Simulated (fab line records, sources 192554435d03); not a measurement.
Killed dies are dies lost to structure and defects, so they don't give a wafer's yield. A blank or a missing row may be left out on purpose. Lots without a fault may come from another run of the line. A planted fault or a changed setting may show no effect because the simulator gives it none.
A struck lot beside a sound one | flow n5_finfet | 15 steps out of a route of 1938
Sound: wafers L914.1, L914.3, L914.4. Struck: wafers L925.3, L925.4, L925.6. The cause comes at the end.
At each step with rows: each side's tool, then ch and its chambers, then its first start. Under that, the readings that differ: sound wafers | struck wafers | difference of the means | sigmas: that difference in standard deviations of wafers without a fault.
alike: readings whose means differ by less than 2 such deviations, and words and numbers that are the same on both sides. not compared: withheld readings, readings that some wafer has no value for, bounds like >300 that may hide the same value, and numbers for which the record gives no deviation and whose values overlap.
The two part at a step that has a row with sigmas, a row that says differs or no value, or rows on one side only. Numbers that don't overlap but have no deviation are shown without sigmas and don't part them. A reading that every wafer of one side lacks parts them only if that side has two wafers or more.

first, 7 steps without rows for these wafers: N5_WELL_APT_COAT_02 (resist thk 950 nm); N5_WELL_APT_EBR_04; N5_WELL_APT_SOFTBAKE_03 (time 60 s); N5_WELL_APT_EXPOSE_05 (exposes mask NWELL, defocus 0 nm, target cd 200 nm); N5_WELL_APT_PEB_06 (peb time 90 s); N5_WELL_APT_DEVELOP_07 (develop time 45 s); N5_WELL_APT_HARDBAKE_12 (time 120 s).
N5_WELL_APT_CD_MEAS_08: target cd 200 nm.
  sound on cd_sem-03 ch 0, day 1 19:59; struck on cd_sem-01 ch 0, day 4 13:40
  alike: cd_nm
N5_WELL_APT_OVL_MEAS_09:
  sound on overlay-01 ch 0, day 1 20:01; struck on overlay-02 ch 0, day 4 13:41
  alike: NWELL_OVL
N5_WELL_APT_INSPECT_10: inspects for defects (macro).
  sound on defect_inspect-01, day 1 20:02; struck on defect_inspect-01, day 4 13:43
  alike: raw_defect_count
N5_WELL_APT_DESCUM_13: chemistry O2, time 7.9 s.
  sound on rie_diel-03 ch 0,2, day 1 20:10; struck on rie_diel-03 ch 0,1, day 4 13:44
  alike: drypump_motor_current_A, oes_product_au, rf_fwd_power_W, rf_vpp_V, showerhead_plenum_p_Torr, throttle_valve_pct
  not compared: rf_hours_counter_h
then, 1 step without rows for these wafers: N5_WELL_APT_IMPLANT_14.
N5_WELL_APT_IMPLANT_15:
  sound on implanter-02 ch 0, day 1 20:26; struck on implanter-02 ch 0, day 4 14:05
  reading                   | sound                | struck               | difference | sigmas
  beam_energy_keV           | 24.993 25.008 24.999 | 31.378 31.382 31.382 | +6.381     | +99 or more
  model.implant.rp_nm (nm)  | 18.54 18.54 18.54    | 22.74 22.74 22.74    | +4.20      |
  model.implant.drp_nm (nm) | 8.457 8.457 8.457    | 9.967 9.967 9.967    | +1.510     |
then, 1 step without rows for these wafers: N5_WELL_APT_STRIP_16 (strips in SPM, time 900 s).
N5_PASSIVATION_PROBE_49:
  the record has rows for the sound wafers here (prober-01, day 12 22:47) and none for the struck ones

WHERE THEY PART
First at N5_WELL_APT_IMPLANT_15; last, within this record, at N5_PASSIVATION_PROBE_49.

WHY: what the simulator had put in
Process parameter drift: implanter-02, from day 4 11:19 on, at N5_WELL_APT_IMPLANT_15. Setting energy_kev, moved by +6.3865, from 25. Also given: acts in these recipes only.
